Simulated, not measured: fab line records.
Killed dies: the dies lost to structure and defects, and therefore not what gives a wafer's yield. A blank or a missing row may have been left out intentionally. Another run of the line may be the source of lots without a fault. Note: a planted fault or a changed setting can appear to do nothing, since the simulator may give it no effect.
Matching of chambers | flow n5 finfet | N5_BEOL_M4_VIA_ETCH_34 on rie diel-02 has 4 sister chambers
The step etches the open film in C4F6/O2, target depth 69.4 nm, time 65.9 s. 8 wafers are shown with their chamber, then 9 later ones without.

== WAFERS WITH THEIR CHAMBER ==
wafer  | chamber | showerhead plenum p Torr (Torr) | rf vpp V (V)
L076.2 | 2       | 2.79                            | 696
L080.1 | 1       | 2.97                            | 678
L084.1 | 2       | 2.79                            | 695
L088.2 | 1       | 2.96                            | 677
L088.6 | 0       | 2.61                            | 670
L090.1 | 0       | 2.61                            | 671
L090.2 | 3       | 2.74                            | 655
L090.6 | 3       | 2.74                            | 657

== WAFERS WITH NO CHAMBER GIVEN ==
wafer  | showerhead plenum p Torr (Torr) | rf vpp V (V)
L091.1 | 2.96                            | 676
L091.3 | 2.78                            | 694
L091.5 | 2.74                            | 654
L095.1 | 2.95                            | 676
L095.2 | 2.61                            | 670
L095.4 | 2.77                            | 695
L096.2 | 2.73                            | 657
L096.3 | 2.61                            | 671
L096.5 | 2.77                            | 695

== WHICH CHAMBER EACH ONE RAN IN ==
wafer  | from the rows above | in truth
L091.1 | 1                   | 1
L091.3 | 2                   | 2
L091.5 | 3                   | 3
L095.1 | 1                   | 1
L095.2 | 0                   | 0
L095.4 | 2                   | 2
L096.2 | 3                   | 3
L096.3 | 0                   | 0
L096.5 | 2                   | 2
Placed correctly: 9 of 9. From these rows, 0 cannot be placed. 0 placed wrongly.
How it was worked out, from the rows above alone: a wafer's distance from a chamber is the root of the sum, over the readings, of the square of ((its reading less the chamber's mean) divided by the reading's scatter). The wafer belongs to the nearest chamber; if the next one is less than 2 further off, it can't be placed. The mean given for a chamber averages the wafers shown for that chamber. The scatter: the root of (the sum of the squares of (reading less its chamber's mean) over the shown wafers, divided by (wafers less chambers)).
